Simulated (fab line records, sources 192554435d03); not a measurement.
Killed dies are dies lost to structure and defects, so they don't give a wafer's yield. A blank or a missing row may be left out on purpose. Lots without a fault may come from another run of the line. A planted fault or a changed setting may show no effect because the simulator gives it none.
fab line records | flow n5_finfet
record lots=13 wafers=39 last_day=17
route steps=1938 shown BEOL_M5@1185 BEOL_M6@1200
lots that met no fault: from a run of the same line without faults
start_h: hours from the record's first day to the start of the lot's first wafer shown | wait_h: hours since the lot's step before | " the same as in the row above | L1.1+2: a row that stands for several wafers | - no value, or no start given | * or withheld: withheld | < > ~ a bound
route shown NAME@n: a module of which the file shows steps, and the number in the route of the first | usual: mean/standard deviation of fault-free wafers | same: alike in all rows | chamber/n: place in a boat | sites: the reading at each site | _std_site: their standard deviation | _edge_site: outer sites' mean less inner sites' | radius_mm: how far each site lies from the wafer's centre | mask NAME#n: copy n | behind: the tool/chamber that last shaped the wafer | hold: why the lot was held/for how many hours/how that ended | device: the transistor (n, p or np) that didn't switch | end of line: the same wafers' tests at the end of the route | a step without rows: its recipe alone | killed: dies lost to structure and defects at the first sort, not the wafer's yield | map: a wafer's dies, x killed, . not, _ none there
set.NAME: the setting as run; set.NAME@STEP: as run at that earlier step | model.NAME: the simulator's own value behind a step, which no gauge read
steps of the route over a sample of lots; a table a step, a row a wafer
services: from which hour (start_h, from the record's first day; less than 0 if before it) a tool's chamber was out of use, for how many hours, and why
## steps
# step N5_BEOL_M5_ANNEAL_51
# recipe temp_c=225 time_s=90 ambient=N2
# usual wafer_temp_C_max=226.06/0.23
# columns lot.wafer tool chamber start_h wait_h wafer_temp_C_max
L401.2 rtp_anneal-01 0 178.74 0.1 226.04
L401.3 " 0 " " 226.15
L401.6 " 0 " " 226.03
L403.1 rtp_anneal-02 0 180.63 0.1 226.04
L403.4 " 0 " " 226.44
L403.6 " 0 " " 226.33
L404.2 rtp_anneal-02 0 189.26 0.1 225.89
L404.5 " 0 " " 226.02
L404.6 " 0 " " 225.74
L405.1 rtp_anneal-02 0 192.11 0.1 226.10
L405.3 " 0 " " 226.19
L405.5 " 0 " " 226.31
L407.1 rtp_anneal-01 0 214.67 0.1 226.13
L407.3 " 0 " " 226.20
L407.4 " 0 " " 226.04
L409.2 rtp_anneal-02 0 220.16 0.1 226.09
L409.4 " 0 " " 226.09
L409.6 " 0 " " 225.99
L408.1 rtp_anneal-02 0 221.03 0.1 226.05
L408.3 " 0 " " 226.00
L408.5 " 0 " " 225.78
L410.1 rtp_anneal-01 0 230.07 0.1 226.07
L410.5 " 0 " " 225.94
L410.6 " 0 " " 226.18
L415.2 rtp_anneal-02 0 257.92 0.1 226.09
L415.3 " 0 " " 225.96
L415.5 " 0 " " 225.79
L416.1 rtp_anneal-02 0 267.39 0.7 226.14
L416.2 " 0 " " 225.82
L416.4 " 0 " " 225.95
L420.2 rtp_anneal-01 0 301.05 0.1 225.69
L420.5 " 0 " " 225.79
L420.6 " 0 " " 226.19
L423.2 rtp_anneal-01 0 308.63 0.1 225.95
L423.3 " 0 " " 226.27
L423.4 " 0 " " 225.75
L421.1 rtp_anneal-01 0 313.96 0.1 225.95
L421.4 " 0 " " 225.98
L421.6 " 0 " " 225.81
# step N5_BEOL_M5_CO_CAP_78
# recipe material=Co target_thk_a=20 temp_c=200 precursor=CCTBA/H2 pressure_torr=30 time_s=102.1
# usual heater_power_w=226/11
# columns lot.wafer tool chamber start_h wait_h heater_power_w
L401.2 cvd_co-01 0 179.36 0.0 220
L401.3 " 2 " " 227
L401.6 " 2 " " 222
L403.1 cvd_co-02 0 181.49 0.0 195
L403.4 " 2 " " 221
L403.6 " 1 " " 233
L404.2 cvd_co-01 1 189.88 0.0 243
L404.5 " 1 " " 231
L404.6 " 0 " " 227
L405.1 cvd_co-01 1 192.78 0.0 240
L405.3 " 2 " " 217
L405.5 " 0 " " 234
L407.1 cvd_co-01 2 215.34 0.0 221
L407.3 " 0 " " 227
L407.4 " 2 " " 228
L409.2 cvd_co-01 2 220.97 0.0 219
L409.4 " 0 " " 224
L409.6 " 2 " " 221
L408.1 cvd_co-01 2 221.70 0.0 223
L408.3 " 0 " " 231
L408.5 " 2 " " 221
L410.1 cvd_co-01 1 230.74 0.0 238
L410.5 " 0 " " 222
L410.6 " 2 " " 227
L415.2 cvd_co-02 0 258.54 0.0 191
L415.3 " 1 " " 226
L415.5 " 2 " " 227
L416.1 cvd_co-02 0 268.06 0.0 197
L416.2 " 1 " " 231
L416.4 " 0 " " 192
L420.2 cvd_co-02 1 301.67 0.0 232
L420.5 " 1 " " 230
L420.6 " 2 " " 222
L423.2 cvd_co-01 2 309.26 0.0 224
L423.3 " 1 " " 240
L423.4 " 1 " " 236
L421.1 cvd_co-01 0 314.64 0.0 227
L421.4 " 0 " " 228
L421.6 " 2 " " 229
# step N5_BEOL_M5_INSPECT_58
# recipe inspect_instrument=darkfield mode=post_dep
# usual raw_defect_count=73/24
# columns lot.wafer tool chamber start_h wait_h raw_defect_count
L401.2 defect_inspect-02 - 179.57 0.0 42
L401.3 " - " " 43
L401.6 " - " " 51
L403.1 defect_inspect-01 - 181.71 0.0 117
L403.4 " - " " 81
L403.6 " - " " 71
L404.2 defect_inspect-01 - 190.09 0.0 87
L404.5 " - " " 47
L404.6 " - " " 77
L405.1 defect_inspect-02 - 192.99 0.0 54
L405.3 " - " " 89
L405.5 " - " " 88
L407.1 defect_inspect-02 - 215.55 0.0 66
L407.3 " - " " 34
L407.4 " - " " 74
L409.2 defect_inspect-02 - 221.18 0.0 66
L409.4 " - " " 61
L409.6 " - " " 75
L408.1 defect_inspect-01 - 221.91 0.0 38
L408.3 " - " " 72
L408.5 " - " " 78
L410.1 defect_inspect-02 - 230.94 0.0 58
L410.5 " - " " 92
L410.6 " - " " 57
L415.2 defect_inspect-02 - 258.75 0.0 103
L415.3 " - " " 114
L415.5 " - " " 85
L416.1 defect_inspect-02 - 268.30 0.0 62
L416.2 " - " " 120
L416.4 " - " " 62
L420.2 defect_inspect-01 - 301.88 0.0 65
L420.5 " - " " 112
L420.6 " - " " 71
L423.2 defect_inspect-01 - 309.47 0.0 97
L423.3 " - " " 68
L423.4 " - " " 88
L421.1 defect_inspect-01 - 314.85 0.0 89
L421.4 " - " " 82
L421.6 " - " " 102
# step N5_BEOL_M6_COAT_60
# recipe resist=SiARC temp_c=220 time_s=60 spin_rpm=1500 resist_thk_nm=35
# usual spin_speed_rpm=1499.8/0.99
# columns lot.wafer tool chamber start_h wait_h spin_speed_rpm
L401.2 litho_track-05 0 180.90 - 1499.8
L401.3 " 0 " " 1500.8
L401.6 " 0 " " 1500.9
L403.1 litho_track-01 0 183.68 - 1501.0
L403.4 " 0 " " 1498.1
L403.6 " 0 " " 1498.8
L404.2 litho_track-01 0 192.81 - 1498.0
L404.5 " 0 " " 1501.7
L404.6 " 0 " " 1500.8
L405.1 litho_track-01 0 194.11 - 1500.5
L405.3 " 0 " " 1499.6
L405.5 " 0 " " 1500.7
L407.1 litho_track-05 0 219.79 - 1499.9
L407.3 " 0 " " 1500.0
L407.4 " 0 " " 1500.9
L409.2 litho_track-03 0 223.31 - 1500.6
L409.4 " 0 " " 1501.3
L409.6 " 0 " " 1501.0
L408.1 litho_track-01 0 223.39 - 1498.7
L408.3 " 0 " " 1499.7
L408.5 " 0 " " 1500.1
L410.1 litho_track-05 0 234.68 - 1499.6
L410.5 " 0 " " 1501.3
L410.6 " 0 " " 1498.9
L415.2 litho_track-05 0 260.98 - 1500.5
L415.3 " 0 " " 1499.7
L415.5 " 0 " " 1501.3
L416.1 litho_track-05 0 269.81 - 1401.0
L416.2 " 0 " " 1400.8
L416.4 " 0 " " 1400.8
L420.2 litho_track-05 0 303.48 - 1399.5
L420.5 " 0 " " 1399.1
L420.6 " 0 " " 1400.9
L423.2 litho_track-03 0 313.98 - 1500.5
L423.3 " 0 " " 1500.1
L423.4 " 0 " " 1500.0
L421.1 litho_track-01 0 316.44 - 1499.8
L421.4 " 0 " " 1500.1
L421.6 " 0 " " 1497.8
## services
# columns tool chamber start_h hours kind
cvd_co-01 1 257.55 8.4 repair
## key
first_sign step=N5_BEOL_M6_COAT_60 reading=spin_speed_rpm direction=down sigmas=99+ usual=* struck=*
effect none on later readings
met_at N5_BEOL_M6_COAT_60
struck_lots L416,L420
not_acting_at N5_BEOL_M5_ANNEAL_51,N5_BEOL_M5_CO_CAP_78,N5_BEOL_M5_INSPECT_58
onset_between 260.98 269.81
fault kind=process_parameter_drift tool=litho_track-05 chamber=- onset_h=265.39 steps=N5_BEOL_M6_COAT_60 channel=spin_rpm offset=* shape=step end_h=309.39 acts_in=* stated=*
